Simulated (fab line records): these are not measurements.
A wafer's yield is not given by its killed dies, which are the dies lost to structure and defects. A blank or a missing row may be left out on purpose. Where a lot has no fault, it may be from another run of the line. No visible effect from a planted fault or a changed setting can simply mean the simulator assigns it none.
What tool caused it? || flow n5-finfet || 11 lots, 33 wafers sampled, at 5 steps of a route of 1938

## WHAT EACH GAUGE READ, for each wafer
N5_BEOL_M10_CD_MEAS_28 targets a cd of 70 nm.
{"lot": "L075", "measured": "day 10 04:17", "on": "cd-sem-03", "cd-nm (nm)": "71.1 70.7 70.7"}
{"lot": "L077", "measured": "day 10 11:17", "on": "cd-sem-03", "cd-nm (nm)": "68.8 70.5 69.4"}
{"lot": "L079", "measured": "day 10 20:18", "on": "cd-sem-03", "cd-nm (nm)": "70.5 69.2 69.3"}
{"lot": "L081", "measured": "day 11 21:32", "on": "cd-sem-02", "cd-nm (nm)": "69.9 69.2 69.1"}
{"lot": "L084", "measured": "day 12 10:53", "on": "cd-sem-01", "cd-nm (nm)": "71.9 69.4 69.6"}
{"lot": "L083", "measured": "day 12 14:50", "on": "cd-sem-03", "cd-nm (nm)": "70.0 71.1 71.7"}
{"lot": "L087", "measured": "day 13 09:53", "on": "cd-sem-03", "cd-nm (nm)": "69.8 70.4 70.0"}
{"lot": "L089", "measured": "day 13 20:26", "on": "cd-sem-02", "cd-nm (nm)": "70.3 69.2 70.5"}
{"lot": "L091", "measured": "day 14 10:29", "on": "cd-sem-01", "cd-nm (nm)": "70.4 70.0 71.0"}
{"lot": "L094", "measured": "day 14 20:35", "on": "cd-sem-02", "cd-nm (nm)": "71.6 72.9 70.3"}
{"lot": "L097", "measured": "day 15 15:11", "on": "cd-sem-03", "cd-nm (nm)": "70.1 70.2 70.7"}

## WHAT TOOL EACH LOT RAN ON (gives the tool, then ch and the chambers of the sampled wafers, and finally the start)
{"lot": "L075", "N5_BEOL_M9_DESCUM_33": "rie-diel-05 ch 0,2,3, day 9 19:02", "N5_BEOL_M9_ETCH_41": "rie-diel-05 ch 0,2,3, day 10 00:09 or earlier", "N5_BEOL_M10_PECVD_70": "pecvd-01 ch 0,1,2, day 10 00:09", "N5_BEOL_M10_ETCH_61": "rie-diel-06 ch 0,2,3, day 10 01:26"}
{"lot": "L077", "N5_BEOL_M9_DESCUM_33": "rie-diel-04 ch 0,1,3, day 10 02:08", "N5_BEOL_M9_ETCH_41": "rie-diel-04 ch 0,1,3, day 10 07:26 or earlier", "N5_BEOL_M10_PECVD_70": "pecvd-04 ch 0,1,2, day 10 07:26", "N5_BEOL_M10_ETCH_61": "rie-diel-06 ch 1,2,3, day 10 09:13"}
{"lot": "L079", "N5_BEOL_M9_DESCUM_33": "rie-diel-05 ch 0,1, day 10 11:13", "N5_BEOL_M9_ETCH_41": "rie-diel-05 ch 0,1, day 10 15:07 or earlier", "N5_BEOL_M10_PECVD_70": "pecvd-03 ch 0,1, day 10 15:07", "N5_BEOL_M10_ETCH_61": "rie-diel-03 ch 1,3, day 10 16:59"}
{"lot": "L081", "N5_BEOL_M9_DESCUM_33": "rie-diel-01 ch 1,2,3, day 11 13:09", "N5_BEOL_M9_ETCH_41": "rie-diel-01 ch 1,2,3, day 11 16:47 or earlier", "N5_BEOL_M10_PECVD_70": "pecvd-03 ch 0,1,2, day 11 16:47", "N5_BEOL_M10_ETCH_61": "rie-diel-03 ch 0,1,3, day 11 18:43"}
{"lot": "L084", "N5_BEOL_M9_DESCUM_33": "rie-diel-04 ch 0,2,3, day 12 04:37", "N5_BEOL_M9_ETCH_41": "rie-diel-04 ch 0,2,3, day 12 08:27 or earlier", "N5_BEOL_M10_PECVD_70": "pecvd-04 ch 0,1, day 12 08:27", "N5_BEOL_M10_ETCH_61": "rie-diel-02 ch 0,2,3, day 12 10:11"}
{"lot": "L083", "N5_BEOL_M9_DESCUM_33": "rie-diel-01 ch 0,1,3, day 12 09:08", "N5_BEOL_M9_ETCH_41": "rie-diel-01 ch 0,1,3, day 12 12:40 or earlier", "N5_BEOL_M10_PECVD_70": "pecvd-04 ch 0,1,2, day 12 12:40", "N5_BEOL_M10_ETCH_61": "rie-diel-06 ch 0,1,2, day 12 13:20"}
{"lot": "L087", "N5_BEOL_M9_DESCUM_33": "rie-diel-01 ch 1,2,3, day 13 00:48", "N5_BEOL_M9_ETCH_41": "rie-diel-01 ch 1,2,3, day 13 05:43 or earlier", "N5_BEOL_M10_PECVD_70": "pecvd-03 ch 0,1,2, day 13 05:43", "N5_BEOL_M10_ETCH_61": "rie-diel-02 ch 0,3, day 13 07:15"}
{"lot": "L089", "N5_BEOL_M9_DESCUM_33": "rie-diel-01 ch 0,1,3, day 13 13:43", "N5_BEOL_M9_ETCH_41": "rie-diel-01 ch 0,1,3, day 13 17:24 or earlier", "N5_BEOL_M10_PECVD_70": "pecvd-04 ch 1,2, day 13 17:24", "N5_BEOL_M10_ETCH_61": "rie-diel-03 ch 0,1,2, day 13 19:28"}
{"lot": "L091", "N5_BEOL_M9_DESCUM_33": "rie-diel-04 ch 0,1, day 14 01:46", "N5_BEOL_M9_ETCH_41": "rie-diel-04 ch 0,1, day 14 05:52 or earlier", "N5_BEOL_M10_PECVD_70": "pecvd-04 ch 0,2, day 14 05:52", "N5_BEOL_M10_ETCH_61": "rie-diel-02 ch 1,2,3, day 14 07:10"}
{"lot": "L094", "N5_BEOL_M9_DESCUM_33": "rie-diel-01 ch 0,2, day 14 13:55", "N5_BEOL_M9_ETCH_41": "rie-diel-01 ch 0,2, day 14 17:27 or earlier", "N5_BEOL_M10_PECVD_70": "pecvd-01 ch 0,1, day 14 17:27", "N5_BEOL_M10_ETCH_61": "rie-diel-03 ch 0,2,3, day 14 19:01"}
{"lot": "L097", "N5_BEOL_M9_DESCUM_33": "rie-diel-01 ch 0,1, day 15 06:31", "N5_BEOL_M9_ETCH_41": "rie-diel-01 ch 0,1, day 15 11:25 or earlier", "N5_BEOL_M10_PECVD_70": "pecvd-01 ch 1,2, day 15 11:25", "N5_BEOL_M10_ETCH_61": "rie-diel-06 ch 1,2, day 15 13:36"}
- N5_BEOL_M9_DESCUM_33: chemistry O2, time 7 s.
- N5_BEOL_M9_ETCH_41: etches SiCN in CH3F/O2, target depth 36.6 nm, time 70.1 s.
- N5_BEOL_M10_PECVD_70: deposits SiO2 from TEOS/O2, target thk 20 nm, time 22.7 s.
- N5_BEOL_M10_ETCH_61: etches SiARC in CF4, target depth 39 nm, time 65 s.

## THE ANSWER, worked out from the rows above alone
Rule: the lots themselves supply what counts as usual. Put in order of their means at a reading, lots are off if they are a third of the lots or fewer, leave a main group of 4 or more, and stand apart from it by a gap of 3 or more times the standard deviation of the main group's means; of several such gaps the widest counts. The tables above print the reading to a certain number of digits; a main group whose means all agree to those digits is not used. A lot without any number at a reading at which 4 lots or more have one is off too. The other lots that the step has rows for count as sound.
No lot is off at any reading shown: from this, nothing can be told.

## WHAT THE SIMULATOR HAD PUT IN
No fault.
